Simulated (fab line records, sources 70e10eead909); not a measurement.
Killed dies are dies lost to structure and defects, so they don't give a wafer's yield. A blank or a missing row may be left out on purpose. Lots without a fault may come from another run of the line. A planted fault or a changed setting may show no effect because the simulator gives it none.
Chamber matching | flow nand_harc | NHARC_A_CHANNEL_HOLE_D1_STRIP_27 on rie_diel-10: 4 sister chambers
The step strips in O2. 18 wafers are shown with their chamber, then 9 later ones without.

WAFERS WITH THEIR CHAMBER
wafer  | chamber | showerhead_plenum_p_Torr (Torr) | throttle_valve_pct (%) | oes_product_au (a.u.)
L800.2 | 3       | 3.33                            | 17.040                 | 1.016
L800.3 | 1       | 3.43                            | 17.024                 | 1.011
L800.4 | 2       | 3.37                            | 17.028                 | 1.013
L803.2 | 3       | 3.33                            | 17.048                 | 1.017
L803.3 | 1       | 3.43                            | 17.027                 | 1.030
L803.4 | 0       | 3.41                            | 17.022                 | 1.005
L811.3 | 2       | 3.36                            | 17.032                 | 1.002
L811.5 | 1       | 3.43                            | 17.016                 | 1.018
L811.6 | 2       | 3.36                            | 17.033                 | 1.001
L817.3 | 2       | 3.36                            | 17.031                 | 1.000
L817.4 | 3       | 3.33                            | 17.031                 | 1.004
L817.5 | 3       | 3.33                            | 17.040                 | 1.018
L818.1 | 0       | 3.40                            | 17.026                 | 0.994
L818.3 | 3       | 3.33                            | 17.039                 | 1.004
L818.5 | 2       | 3.36                            | 17.038                 | 0.990
L819.2 | 2       | 3.36                            | 17.038                 | 0.993
L819.3 | 0       | 3.40                            | 17.024                 | 0.992
L819.6 | 2       | 3.36                            | 17.049                 | 0.987

SIGNATURES (means of the wafers above)
reading                  | chamber 0 | chamber 1 | chamber 2 | chamber 3 | scatter within a chamber
showerhead_plenum_p_Torr | 3.4033    | 3.4300    | 3.3614    | 3.3300    | 0.0033
throttle_valve_pct       | 17.02400  | 17.02233  | 17.03557  | 17.03960  | 0.00602
oes_product_au           | 0.99700   | 1.01967   | 0.99800   | 1.01180   | 0.00824
Rule: a wafer's distance from a chamber is the root of the sum, over the readings, of the square of ((its reading less the chamber's mean) divided by the reading's scatter). The wafer belongs to the nearest chamber; if the next one is less than 2 further off, it can't be placed. The scatter: the root of (the sum of the squares of (reading less its chamber's mean) over the shown wafers, divided by (wafers less chambers)).

WAFERS WITHOUT THEIR CHAMBER
wafer  | showerhead_plenum_p_Torr (Torr) | throttle_valve_pct (%) | oes_product_au (a.u.)
L820.1 | 3.42                            | 17.048                 | 1.014
L820.3 | 3.36                            | 17.049                 | 1.003
L820.4 | 3.33                            | 17.030                 | 1.005
L822.3 | 3.42                            | 17.025                 | 1.027
L822.5 | 3.40                            | 17.047                 | 0.990
L822.6 | 3.42                            | 17.043                 | 1.021
L821.2 | 3.35                            | 17.036                 | 1.000
L821.3 | 3.42                            | 17.051                 | 1.012
L821.5 | 3.36                            | 17.035                 | 1.010

WHICH CHAMBER EACH WENT THROUGH
wafer  | from the rows above     | in truth
L820.1 | can't be placed: 1 or 0 | 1
L820.3 | 2                       | 2
L820.4 | 3                       | 3
L822.3 | 1                       | 1
L822.5 | 0                       | 0
L822.6 | 1                       | 1
L821.2 | 2                       | 2
L821.3 | can't be placed: 1 or 0 | 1
L821.5 | 2                       | 2
Placed correctly: 7 of 9. Can't be placed from these rows: 2 (the true chamber is among the candidates in 2). Placed wrongly: 0.
